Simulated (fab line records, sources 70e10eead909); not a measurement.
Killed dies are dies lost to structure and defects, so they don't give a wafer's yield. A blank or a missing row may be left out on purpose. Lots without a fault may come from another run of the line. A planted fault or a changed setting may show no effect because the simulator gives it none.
Chamber matching | flow nand_harc | NHARC_A_SGD_CUT_CMP_21 on cmp-04: 4 sister chambers
The step polishes, target thk 148.19 nm. 16 wafers are shown with their chamber, then 8 later ones without.

WAFERS WITH THEIR CHAMBER
wafer  | chamber | motor_current_A (A) | time_to_endpoint_s (s)
L183.1 | 0       | 12.1                | 48
L183.4 | 1       | 13.5                | 46
L183.5 | 2       | 13.4                | 48
L186.1 | 0       | 11.8                | 54
L186.3 | 1       | 13.8                | 53
L186.6 | 1       | 12.8                | 51
L189.1 | 3       | 11.9                | 48
L189.4 | 1       | 12.9                | 48
L189.6 | 1       | 13.2                | 50
L188.3 | 0       | 12.2                | 50
L188.4 | 2       | 14.7                | 50
L188.5 | 1       | 13.7                | 48
L191.1 | 2       | 15.0                | 50
L191.2 | 0       | 12.2                | 52
L191.6 | 3       | 11.9                | 34
L199.2 | 2       | 14.3                | 47

SIGNATURES (means of the wafers above)
reading            | chamber 0 | chamber 1 | chamber 2 | chamber 3 | scatter within a chamber
motor_current_A    | 12.075    | 13.317    | 14.350    | 11.900    | 0.45
time_to_endpoint_s | 51.00     | 49.33     | 48.75     | 41.00     | 3.61
Rule: a wafer's distance from a chamber is the root of the sum, over the readings, of the square of ((its reading less the chamber's mean) divided by the reading's scatter). The wafer belongs to the nearest chamber; if the next one is less than 2 further off, it can't be placed. The scatter: the root of (the sum of the squares of (reading less its chamber's mean) over the shown wafers, divided by (wafers less chambers)).

WAFERS WITHOUT THEIR CHAMBER
wafer  | motor_current_A (A) | time_to_endpoint_s (s)
L199.5 | 11.6                | 43
L199.6 | 12.0                | 53
L201.2 | 14.0                | 50
L201.4 | 11.5                | 55
L201.5 | 12.2                | 49
L203.3 | 13.8                | 50
L203.5 | 13.3                | 49
L203.6 | 11.9                | 45

WHICH CHAMBER EACH WENT THROUGH
wafer  | from the rows above          | in truth
L199.5 | can't be placed: 3 or 0      | 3
L199.6 | 0                            | 0
L201.2 | can't be placed: 2 or 1      | 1
L201.4 | 0                            | 0
L201.5 | can't be placed: 0 or 3 or 1 | 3
L203.3 | can't be placed: 1 or 2      | 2
L203.5 | 1                            | 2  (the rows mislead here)
L203.6 | can't be placed: 3 or 0      | 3
Placed correctly: 2 of 8. Can't be placed from these rows: 5 (the true chamber is among the candidates in 5). Placed wrongly: 1.
